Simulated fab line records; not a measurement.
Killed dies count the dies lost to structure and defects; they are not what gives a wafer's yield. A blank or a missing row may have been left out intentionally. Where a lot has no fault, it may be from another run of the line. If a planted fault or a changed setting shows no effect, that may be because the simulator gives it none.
Matching of chambers + flow nand_harc + NHARC_A_STAIRCASE_ETCHBACK_157 on rie_diel-10 has 4 sister chambers
The step etches the open film in CH3F/O2, target depth 90 nm, time 167.14 s. 20 wafers are shown with their chamber, then 10 later ones without.

== EACH WAFER AND ITS CHAMBER ==
| wafer  | chamber | drypump_motor_current_A (A) | showerhead_plenum_p_Torr (Torr) | oes_product_au (a.u.) |
|--------|---------|-----------------------------|---------------------------------|-----------------------|
| L080.1 | 2       | 5.3                         | 2.32                            | 0.98                  |
| L080.5 | 2       | 5.3                         | 2.32                            | 1.00                  |
| L080.6 | 1       | 5.8                         | 2.31                            | 0.99                  |
| L078.3 | 1       | 5.9                         | 2.31                            | 0.98                  |
| L078.4 | 0       | 5.6                         | 2.39                            | 0.98                  |
| L078.5 | 0       | 5.6                         | 2.39                            | 0.98                  |
| L084.1 | 3       | 5.0                         | 2.41                            | 0.99                  |
| L084.5 | 1       | 5.9                         | 2.30                            | 1.00                  |
| L084.6 | 3       | 5.0                         | 2.41                            | 0.99                  |
| L086.2 | 2       | 5.3                         | 2.31                            | 1.00                  |
| L086.3 | 1       | 5.9                         | 2.30                            | 0.99                  |
| L086.5 | 0       | 5.6                         | 2.38                            | 1.00                  |
| L085.1 | 2       | 5.3                         | 2.31                            | 1.02                  |
| L085.5 | 0       | 5.6                         | 2.38                            | 1.01                  |
| L085.6 | 1       | 5.8                         | 2.30                            | 1.00                  |
| L087.2 | 2       | 5.3                         | 2.31                            | 1.01                  |
| L087.3 | 1       | 5.9                         | 2.30                            | 0.99                  |
| L087.5 | 2       | 5.3                         | 2.31                            | 1.00                  |
| L092.1 | 3       | 5.0                         | 2.41                            | 0.93                  |
| L092.4 | 1       | 5.8                         | 2.30                            | 0.92                  |

SIGNATURES, as means of the wafers listed above
| reading                  | chamber 0 | chamber 1 | chamber 2 | chamber 3 | scatter within a chamber |
|--------------------------|-----------|-----------|-----------|-----------|--------------------------|
| drypump_motor_current_A  | 5.600     | 5.857     | 5.300     | 5.000     | 0.0327                   |
| showerhead_plenum_p_Torr | 2.3850    | 2.3029    | 2.3133    | 2.4100    | 0.00485                  |
| oes_product_au           | 0.9925    | 0.9814    | 1.0017    | 0.9700    | 0.0232                   |
Rule: for each reading, subtract the chamber's mean from the wafer's reading, divide by that reading's scatter and square the result; add these up over the readings and take the root, which gives the wafer's distance from the chamber. If the next closest chamber is less than 2 further off than the closest, the wafer can't be placed; otherwise it belongs to the closest. The scatter is the square root of a quotient: the sum, over the shown wafers, of each reading's squared deviation from its chamber's mean, divided by wafers minus chambers.

== WAFERS WITH NO CHAMBER GIVEN ==
| wafer  | drypump_motor_current_A (A) | showerhead_plenum_p_Torr (Torr) | oes_product_au (a.u.) |
|--------|-----------------------------|---------------------------------|-----------------------|
| L092.6 | 5.0                         | 2.41                            | 0.93                  |
| L093.2 | 5.0                         | 2.41                            | 0.99                  |
| L093.3 | 5.6                         | 2.38                            | 1.01                  |
| L093.6 | 5.0                         | 2.41                            | 1.00                  |
| L095.3 | 5.9                         | 2.30                            | 0.99                  |
| L095.5 | 5.9                         | 2.30                            | 0.99                  |
| L095.6 | 5.3                         | 2.31                            | 1.00                  |
| L094.1 | 5.9                         | 2.30                            | 0.92                  |
| L094.3 | 5.0                         | 2.40                            | 0.93                  |
| L094.5 | 5.0                         | 2.40                            | 0.92                  |

== WHICH CHAMBER EACH WENT THROUGH ==
| wafer  | from the rows above | in truth |
|--------|---------------------|----------|
| L092.6 | 3                   | 3        |
| L093.2 | 3                   | 3        |
| L093.3 | 0                   | 0        |
| L093.6 | 3                   | 3        |
| L095.3 | 1                   | 1        |
| L095.5 | 1                   | 1        |
| L095.6 | 2                   | 2        |
| L094.1 | 1                   | 1        |
| L094.3 | 3                   | 3        |
| L094.5 | 3                   | 3        |
10 of 10 placed correctly. Not placeable from these rows: 0. Wrongly placed: 0.
